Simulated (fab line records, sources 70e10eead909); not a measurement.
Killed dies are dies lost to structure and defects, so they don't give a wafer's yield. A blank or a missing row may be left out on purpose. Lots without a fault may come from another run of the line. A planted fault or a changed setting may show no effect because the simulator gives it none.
Which tool did it? | flow nand_harc | 12 lots, 36 wafers sampled, at 6 steps of a route of 1302

WHAT THE GAUGES READ, wafer by wafer
NHARC_P_M2_OVL_MEAS_10: pitch 340 nm.
lot  | measured     | on         | overlay_x_nm (nm) | overlay_y_nm (nm)
L449 | day 6 12:55  | overlay-02 | -0.2 -0.6 -0.4    | 0.5 0.9 0.2
L450 | day 6 18:42  | overlay-02 | -0.8 -1.2 -0.7    | -0.8 -1.4 -0.7
L452 | day 7 21:33  | overlay-02 | 0.1 -0.1 0.4      | 1.4 1.4 0.9
L454 | day 8 18:10  | overlay-01 | 2.1 1.7 2.2       | 0.1 -0.1 0.5
L458 | day 10 08:41 | overlay-02 | -3.1 -3.1 -2.9    | 0.4 -0.2 -0.1
L460 | day 11 10:16 | overlay-01 | -0.4 -1.0 -0.8    | 0.5 0.6 0.5
L463 | day 12 07:41 | overlay-02 | 0.5 0.0 0.0       | -0.3 -0.2 -0.3
L462 | day 12 10:38 | overlay-01 | -0.4 0.0 -0.2     | 0.1 -0.3 0.0
L466 | day 13 11:43 | overlay-01 | 0.7 0.2 1.1       | 0.1 -0.1 -0.5
L469 | day 14 20:55 | overlay-01 | 0.8 1.6 1.3       | -1.2 -0.8 -1.1
L471 | day 15 19:01 | overlay-01 | 0.1 -0.5 -0.2     | 1.4 2.2 1.7
L472 | day 16 03:50 | overlay-01 | -1.3 -0.4 -1.0    | -1.8 -1.4 -1.9

NHARC_P_M2_INSPECT_11.
lot  | measured     | on                | raw_defect_count
L449 | day 6 12:56  | defect_inspect-02 | 7 5 3
L450 | day 6 18:44  | defect_inspect-01 | 7 7 11
L452 | day 7 21:35  | defect_inspect-02 | 2 3 7
L454 | day 8 18:13  | defect_inspect-01 | 7 6 4
L458 | day 10 08:43 | defect_inspect-01 | 3 3 1
L460 | day 11 10:17 | defect_inspect-02 | 6 4 5
L463 | day 12 07:43 | defect_inspect-01 | 3 3 5
L462 | day 12 10:40 | defect_inspect-02 | 3 4 3
L466 | day 13 11:46 | defect_inspect-01 | 1 3 3
L469 | day 14 20:57 | defect_inspect-02 | 1 11 1133
L471 | day 15 19:03 | defect_inspect-01 | 3 3 5
L472 | day 16 03:53 | defect_inspect-01 | 5 12 9

NHARC_END_SORT_01.
lot  | measured     | on        | defect_limited_yield (%) | killed_at_array | killed_at_other | killed_at_periphery | killed_dies | killed_open | killed_short
L462 | day 30 01:35 | prober-01 | 96                       | 23              | 0               | 1                   | 24          | 1           | 0
L469 | day 32 17:53 | prober-01 | 92 90 77                 | 51 62 44        | 1 0 1           | 0 4 109             | 52 66 154   | 4 4 5       | 1 2 2

WHICH TOOL RAN EACH LOT (tool, then ch and the chambers of the sampled wafers, then the start)
lot  | NHARC_P_M1_ETCH_15                            | NHARC_P_M1_ETCH_28                            | NHARC_P_M2_DEP_00
L449 | rie_diel-05 ch 0,2, day 6 12:02 or earlier    | rie_diel-05 ch 0,3, day 6 12:02 or earlier    | pecvd-04 ch 0,1, day 6 12:02
L450 | rie_diel-10 ch 0,1,3, day 6 17:47 or earlier  | rie_diel-10 ch 2,3, day 6 17:47 or earlier    | pecvd-04 ch 0,1, day 6 17:47
L452 | rie_diel-10 ch 0,1,2, day 7 20:40 or earlier  | rie_diel-05 ch 0,3, day 7 20:40 or earlier    | pecvd-04 ch 0,1,2, day 7 20:40
L454 | rie_diel-10 ch 0,1,2, day 8 17:18 or earlier  | rie_diel-03 ch 1,2,3, day 8 17:18 or earlier  | pecvd-02 ch 0,2, day 8 17:18
L458 | rie_diel-05 ch 0,2, day 10 07:52 or earlier   | rie_diel-03 ch 2,3, day 10 07:52 or earlier   | pecvd-02 ch 0,1, day 10 07:52
L460 | rie_diel-03 ch 0,2,3, day 11 09:31 or earlier | rie_diel-05 ch 0,1, day 11 09:31 or earlier   | pecvd-04 ch 0,1,2, day 11 09:31
L463 | rie_diel-05 ch 2,3, day 12 06:45 or earlier   | rie_diel-05 ch 0,2,3, day 12 06:45 or earlier | pecvd-02 ch 0,2, day 12 06:45
L462 | rie_diel-10 ch 2,3, day 12 09:43 or earlier   | rie_diel-05 ch 1,3, day 12 09:43 or earlier   | pecvd-03 ch 0,1,2, day 12 09:43
L466 | rie_diel-05 ch 0,1,2, day 13 10:48 or earlier | rie_diel-10 ch 0,1,2, day 13 10:48 or earlier | pecvd-02 ch 1,2, day 13 10:48
L469 | rie_diel-10 ch 0,2,3, day 14 20:13 or earlier | rie_diel-05 ch 0,2, day 14 20:13 or earlier   | pecvd-03 ch 1,2, day 14 20:13
L471 | rie_diel-10 ch 1,2,3, day 15 18:08 or earlier | rie_diel-10 ch 1,2,3, day 15 18:08 or earlier | pecvd-02 ch 0,1, day 15 18:08
L472 | rie_diel-10 ch 0,1,2, day 16 02:58 or earlier | rie_diel-05 ch 1,2, day 16 02:58 or earlier   | pecvd-04 ch 1,2, day 16 02:58
- NHARC_P_M1_ETCH_15: etches the open film in C4F8/Ar, target depth 182.5 nm, time 91.2 s.
- NHARC_P_M1_ETCH_28: etches the open film in CF4/N2, target depth 30 nm, time 72.99 s.
- NHARC_P_M2_DEP_00: deposits SiOC, target thk 182.5 nm.

WHAT THE TOOLS THEMSELVES READ (means of the sampled wafers that have a number; where no wafer has one, the mark that the record gives instead)
NHARC_P_M1_ETCH_15.
lot  | tool        | oes_product_au (a.u.) | rf_vpp_V (V)
L449 | rie_diel-05 | 0.954                 | 442.2
L450 | rie_diel-10 | 0.971                 | 438.7
L452 | rie_diel-10 | 0.971                 | 438.8
L454 | rie_diel-10 | 0.926                 | 439.1
L458 | rie_diel-05 | 0.924                 | 440.1
L460 | rie_diel-03 | 0.979                 | 440.2
L463 | rie_diel-05 | 0.962                 | 440.0
L462 | rie_diel-10 | 0.974                 | 439.3
L466 | rie_diel-05 | 0.961                 | 440.1
L469 | rie_diel-10 | 0.951                 | 439.4
L471 | rie_diel-10 | 0.958                 | 438.4
L472 | rie_diel-10 | 0.957                 | 439.5

NHARC_P_M1_ETCH_28.
lot  | tool        | drypump_motor_current_A (A) | n2_flow_sccm (sccm) | oes_product_au (a.u.) | rf_vpp_V (V) | showerhead_plenum_p_Torr (Torr) | throttle_valve_pct (%)
L449 | rie_diel-05 | 5.5                         | 100.1               | 0.989                 | 315.5        | 2.71                            | 19.799
L450 | rie_diel-10 | 5.3                         | 100.0               | 1.003                 | 313.9        | 2.58                            | 19.794
L452 | rie_diel-05 | 5.6                         | 99.6                | 0.983                 | 315.3        | 2.70                            | 19.782
L454 | rie_diel-03 | 6.1                         | 99.9                | 1.002                 | 314.1        | 2.60                            | 19.800
L458 | rie_diel-03 | 6.1                         | 99.9                | 1.002                 | 311.1        | 2.51                            | 19.806
L460 | rie_diel-05 | 5.5                         | 99.9                | 0.985                 | 315.2        | 2.66                            | 19.785
L463 | rie_diel-05 | 5.7                         | 100.1               | 1.001                 | 314.5        | 2.64                            | 19.797
L462 | rie_diel-05 | 5.5                         | 99.7                | 1.004                 | 313.8        | 2.57                            | 19.795
L466 | rie_diel-10 | 5.6                         | 100.0               | 0.997                 | 313.1        | 2.55                            | 19.799
L469 | rie_diel-05 | 5.7                         | 100.0               | 0.997                 | 314.4        | 2.66                            | 19.799
L471 | rie_diel-10 | 5.4                         | 99.9                | 1.010                 | 311.8        | 2.52                            | 19.795
L472 | rie_diel-05 | 6.0                         | 99.7                | 1.000                 | 312.2        | 2.51                            | 19.796

THE ANSWER, worked out from the rows above alone
Rule: what is usual is taken from the lots themselves. Put in order of their means at a reading, lots are off if they are a third of the lots or fewer, leave a main group of 4 or more, and stand apart from it by a gap of 3 or more times the standard deviation of the main group's means; of several such gaps the widest counts. A main group whose means are all the same, to the digits that the tables above print for the reading, isn't used. A lot without any number at a reading at which 4 lots or more have one is off too. The other lots that the step has rows for count as sound. The gauges are gone through in route order, then the tools' own readings, and for those a lot's mean is taken as printed above. The first step at which some lot is off is used, and at that step the reading that is off furthest; a lot without a number counts as furthest.
Off: L469, at NHARC_P_M2_INSPECT_11 (raw_defect_count). The main group: mean 4.7, standard deviation 2.
A tool fits if, at a process step before that reading, it ran every lot that is off, and no sound lot after the first of them. The gauges at NHARC_P_M2_INSPECT_11 are tried like those tools. NHARC_P_M1_ETCH_15 gives no start for some lots, so the hours and the order of its lots are those of NHARC_P_M2_DEP_00. NHARC_P_M1_ETCH_28 gives no start for some lots, so the hours and the order of its lots are those of NHARC_P_M2_DEP_00. Can't be told from this: 2 tools fit, pecvd-03 at NHARC_P_M2_DEP_00, defect_inspect-02 at NHARC_P_M2_INSPECT_11.

WHAT THE SIMULATOR HAD PUT IN
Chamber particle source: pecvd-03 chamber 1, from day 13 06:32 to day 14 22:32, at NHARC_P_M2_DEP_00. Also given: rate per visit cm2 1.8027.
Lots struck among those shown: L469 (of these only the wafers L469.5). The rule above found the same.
